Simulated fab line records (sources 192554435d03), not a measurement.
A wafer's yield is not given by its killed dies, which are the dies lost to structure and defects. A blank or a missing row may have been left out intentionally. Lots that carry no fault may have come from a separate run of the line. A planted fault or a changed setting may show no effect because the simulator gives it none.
Matching of chambers || flow n5Finfet || 4 sister chambers for N5_HKMG_FIN_CMP_23 on cmp-02
The step polishes, stops on SiNx, t overpolish 10 s, target thk 46.326 nm. 16 wafers are shown with their chamber, then 8 later ones without.

== WAFERS PAIRED WITH THEIR CHAMBERS ==
{"wafer": "L074.1", "chamber": 2, "motorCurrentA (A)": 10.3, "overpolishRunS (s)": 9.997, "retainingRingPressureFrac": 0.998}
{"wafer": "L074.5", "chamber": 2, "motorCurrentA (A)": 10.3, "overpolishRunS (s)": 10.002, "retainingRingPressureFrac": 1.000}
{"wafer": "L074.6", "chamber": 1, "motorCurrentA (A)": 13.7, "overpolishRunS (s)": 10.004, "retainingRingPressureFrac": 0.997}
{"wafer": "L078.1", "chamber": 0, "motorCurrentA (A)": 10.4, "overpolishRunS (s)": 9.998, "retainingRingPressureFrac": 1.002}
{"wafer": "L078.4", "chamber": 1, "motorCurrentA (A)": 15.1, "overpolishRunS (s)": 9.990, "retainingRingPressureFrac": 1.003}
{"wafer": "L078.6", "chamber": 0, "motorCurrentA (A)": 10.9, "overpolishRunS (s)": 9.990, "retainingRingPressureFrac": 1.014}
{"wafer": "L080.1", "chamber": 3, "motorCurrentA (A)": 13.2, "overpolishRunS (s)": 10.008, "retainingRingPressureFrac": 1.004}
{"wafer": "L080.3", "chamber": 1, "motorCurrentA (A)": 14.1, "overpolishRunS (s)": 9.994, "retainingRingPressureFrac": 0.991}
{"wafer": "L080.4", "chamber": 2, "motorCurrentA (A)": 10.5, "overpolishRunS (s)": 10.008, "retainingRingPressureFrac": 0.987}
{"wafer": "L085.1", "chamber": 0, "motorCurrentA (A)": 10.4, "overpolishRunS (s)": 10.017, "retainingRingPressureFrac": 0.998}
{"wafer": "L085.2", "chamber": 2, "motorCurrentA (A)": 11.4, "overpolishRunS (s)": 10.008, "retainingRingPressureFrac": 1.000}
{"wafer": "L085.4", "chamber": 1, "motorCurrentA (A)": 13.3, "overpolishRunS (s)": 9.997, "retainingRingPressureFrac": 0.994}
{"wafer": "L086.1", "chamber": 0, "motorCurrentA (A)": 10.4, "overpolishRunS (s)": 9.994, "retainingRingPressureFrac": 1.001}
{"wafer": "L086.3", "chamber": 1, "motorCurrentA (A)": 13.9, "overpolishRunS (s)": 9.994, "retainingRingPressureFrac": 0.998}
{"wafer": "L086.4", "chamber": 3, "motorCurrentA (A)": 13.4, "overpolishRunS (s)": 10.004, "retainingRingPressureFrac": 1.001}
{"wafer": "L087.3", "chamber": 1, "motorCurrentA (A)": 14.5, "overpolishRunS (s)": 9.977, "retainingRingPressureFrac": 1.001}

SIGNATURES, as means of the wafers listed above
{"reading": "motorCurrentA", "chamber 0": 10.525, "chamber 1": 14.100, "chamber 2": 10.625, "chamber 3": 13.300, "scatter within a chamber": 0.503}
{"reading": "overpolishRunS", "chamber 0": 9.99975, "chamber 1": 9.99267, "chamber 2": 10.00375, "chamber 3": 10.00600, "scatter within a chamber": 0.00878}
{"reading": "retainingRingPressureFrac", "chamber 0": 1.00375, "chamber 1": 0.99733, "chamber 2": 0.99625, "chamber 3": 1.00250, "scatter within a chamber": 0.00553}
Rule: a wafer's distance from a chamber is the root of the sum, over the readings, of the square of ((its reading less the chamber's mean) divided by the reading's scatter). The wafer belongs to the nearest chamber; if the next one is less than 2 further off, it can't be placed. The scatter: the root of (the sum of the squares of (reading less its chamber's mean) over the shown wafers, divided by (wafers less chambers)).

== WAFERS WHOSE CHAMBER IS MISSING ==
{"wafer": "L087.5", "motorCurrentA (A)": 14.0, "overpolishRunS (s)": 10.002, "retainingRingPressureFrac": 1.009}
{"wafer": "L087.6", "motorCurrentA (A)": 10.6, "overpolishRunS (s)": 9.975, "retainingRingPressureFrac": 1.005}
{"wafer": "L095.2", "motorCurrentA (A)": 10.6, "overpolishRunS (s)": 9.999, "retainingRingPressureFrac": 0.996}
{"wafer": "L095.3", "motorCurrentA (A)": 11.1, "overpolishRunS (s)": 10.001, "retainingRingPressureFrac": 1.003}
{"wafer": "L095.6", "motorCurrentA (A)": 10.2, "overpolishRunS (s)": 10.001, "retainingRingPressureFrac": 1.003}
{"wafer": "L096.1", "motorCurrentA (A)": 13.7, "overpolishRunS (s)": 9.998, "retainingRingPressureFrac": 0.997}
{"wafer": "L096.3", "motorCurrentA (A)": 12.9, "overpolishRunS (s)": 10.001, "retainingRingPressureFrac": 1.003}
{"wafer": "L096.5", "motorCurrentA (A)": 10.7, "overpolishRunS (s)": 10.004, "retainingRingPressureFrac": 1.002}

== THE CHAMBER EACH PASSED THROUGH ==
{"wafer": "L087.5", "from the rows above": "can't be placed: 3 or 1", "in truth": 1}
{"wafer": "L087.6", "from the rows above": "can't be placed: 0 or 2", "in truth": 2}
{"wafer": "L095.2", "from the rows above": "can't be placed: 2 or 0", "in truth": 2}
{"wafer": "L095.3", "from the rows above": "can't be placed: 0 or 2", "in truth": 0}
{"wafer": "L095.6", "from the rows above": "can't be placed: 0 or 2", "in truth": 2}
{"wafer": "L096.1", "from the rows above": "can't be placed: 1 or 3", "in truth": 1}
{"wafer": "L096.3", "from the rows above": "can't be placed: 3 or 1", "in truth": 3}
{"wafer": "L096.5", "from the rows above": "can't be placed: 0 or 2", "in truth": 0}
Placed correctly: 0 of 8. Cannot be placed on the basis of these rows: 8; the candidates contain the true chamber in 8. 0 placed wrongly.
